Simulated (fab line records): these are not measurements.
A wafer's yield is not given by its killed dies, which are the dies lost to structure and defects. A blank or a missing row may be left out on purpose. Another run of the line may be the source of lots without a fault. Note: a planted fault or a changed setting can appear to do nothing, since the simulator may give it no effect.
Struck lot and sound lot, side by side -- flow n5Finfet -- 15 steps out of a route of 1938
Sound: these wafers, L829.1, L829.4, L829.5. Struck: wafers L834.5, L834.6 (left out: L834.1, a lot-mate that was not struck); the cause follows at the end.
At each step with rows: each side's tool, then ch and its chambers, then its first start. Under that, the readings that differ: sound wafers -- struck wafers -- difference of the means -- sigmas: that difference in standard deviations of wafers without a fault.
alike: same words and numbers on both sides, and readings whose means sit less than 2 such deviations apart. not compared: any withheld reading, any reading some wafer has no value for, any bound like >300 that may hide the same value, and any number with overlapping values for which the record gives no deviation.
Wherever a step has rows on one side only, a row that says differs or no value, or a row with sigmas, the two part there. Non-overlapping numbers with no deviation appear without sigmas and do not part them. A reading missing from all wafers of one side parts the sides only when that side holds two or more wafers.

N5_HKMG_FIN_ETCHBACK_68: etches the open film in Cl2/Ar, stops on HfO2, target depth 0.5 nm.
  sound on rieMetal-03 ch 0,1, day 7 18:21; struck on rieMetal-03 ch 0,1, day 8 23:48
  alike: drypumpMotorCurrentA, oesProductAu, throttleValvePct
  not compared: rfHoursCounterH
then, 1 step without rows for these wafers: N5_HKMG_FIN_STRIP_69 (strips in N2/H2, time 360 s).
N5_HKMG_FIN_ALD_21: deposits TiN, target thk 1.5 nm, pulse time 1 s, purge time 3 s.
  sound on aldMetal-01 ch 1,2,3, day 7 18:53; struck on aldMetal-04 ch 1,2, day 9 00:20
  alike: heaterPowerW, precursorPulseHeightRel
N5_HKMG_FIN_ALD_72: deposits W, target thk 2 nm, pulse time 1 s, purge time 2 s.
  sound on cvdW-02 ch 0, day 7 19:14; struck on cvdW-02 ch 0,1, day 9 00:41
  alike: heaterPowerW, precursorPulseHeightRel
then, 3 steps without rows for these wafers: N5_HKMG_FIN_W_FILL_22 (material W, target thk 60 nm, time 18.2 s); N5_HKMG_FIN_PRECLEAN_83 (cleans in DIW, time 57.5 s); N5_HKMG_FIN_SRD_84 (dry time 32 s).
N5_HKMG_FIN_CMP_23: polishes, stops on SiNx, t overpolish 10 s, target thk 46.326 nm.
  sound on cmp-03 ch 1,2, day 7 19:25; struck on cmp-03 ch 2,3, day 9 00:52
  alike: edgeZonePressureFrac, motorCurrentA, overpolishRunS, retainingRingPressureFrac, slurryFlowMlMin, timeToEndpointS
  not compared: padLifeWafers
then, 1 step without rows for these wafers: N5_HKMG_FIN_CMP_94 (polishes, stops on SiNx, t overpolish 4.7 s, target thk 43.299 nm).
N5_HKMG_FIN_INSPECT_28: inspects for defects (darkfield).
  sound: defectInspect-02 at day 7 20:07; struck: defectInspect-02 at day 9 01:34
  alike: rawDefectCount
then, 1 step without rows for these wafers: N5_GATE_CUT_ETCHBACK_00 (etches W in SF6/Cl2).
N5_GATE_CUT_ETCH_56: etches TiN in Cl2/Ar, target depth 21.6 nm.
  sound on rieMetal-02 ch 0,1, day 7 20:17; struck on rieMetal-02 ch 0,1, day 9 01:44
reading,sound,struck,difference,sigmas
oesProductAu (a.u.),0.63 0.63 0.87,0.85 1.16,+0.29,+3
model.etch.depthNm (nm),21.35 21.31 21.75,33.47 34.04,+12.28,
  alike: drypumpMotorCurrentA, throttleValvePct
  not compared: rfHoursCounterH
N5_GATE_CUT_ETCHBACK_30: etches TiN in Cl2/Ar, target depth 3 nm.
  sound on rieMetal-02 ch 0,1, day 7 20:22; struck on rieMetal-02 ch 0,1, day 9 01:49
  alike: drypumpMotorCurrentA, oesProductAu, throttleValvePct
  not compared: rfHoursCounterH
-- here the record skips 4 days between the struck wafers' starts before and after, leaving off in module GATE_CUT and picking up in module BEOL_M4 (first step shown: number 1111 of the route) --
N5_BEOL_M4_RC_MEAS_101:
  sound on prober-02 ch 0, day 11 17:36; struck on prober-02 ch 0, day 13 08:35
reading,sound,struck,difference,sigmas
DIBL_N (mV/V),40.6 40.2 37.8,35.6 33.9,-4.8,-2
IOFF_P (nA/um),0.31 0.25 0.24,0.21 0.17,-0.08,-2
SS_N (mV/dec),72.2 73.9 72.4,71.5 71.1,-1.5,-2
  alike: DIBL_P, IOFF_N, ION_N, ION_P, SS_P, VT_N, VT_P
-- a jump in the record: the struck wafers' starts before and after are 5 days apart (it breaks off in module BEOL_M4 and resumes in module PASSIVATION, where the first step shown is number 1936 of the route) --
N5_PASSIVATION_PROBE_49:
  only the struck wafers here have rows in the record (prober-01, day 18 07:05); the sound ones have none

WHERE THEY PART
Earliest at N5_GATE_CUT_ETCH_56; latest, in this record, at N5_PASSIVATION_PROBE_49.

WHY: whatever the simulator had introduced
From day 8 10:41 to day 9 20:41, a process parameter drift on rieMetal-02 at N5_GATE_CUT_ETCH_56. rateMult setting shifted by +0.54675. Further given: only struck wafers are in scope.
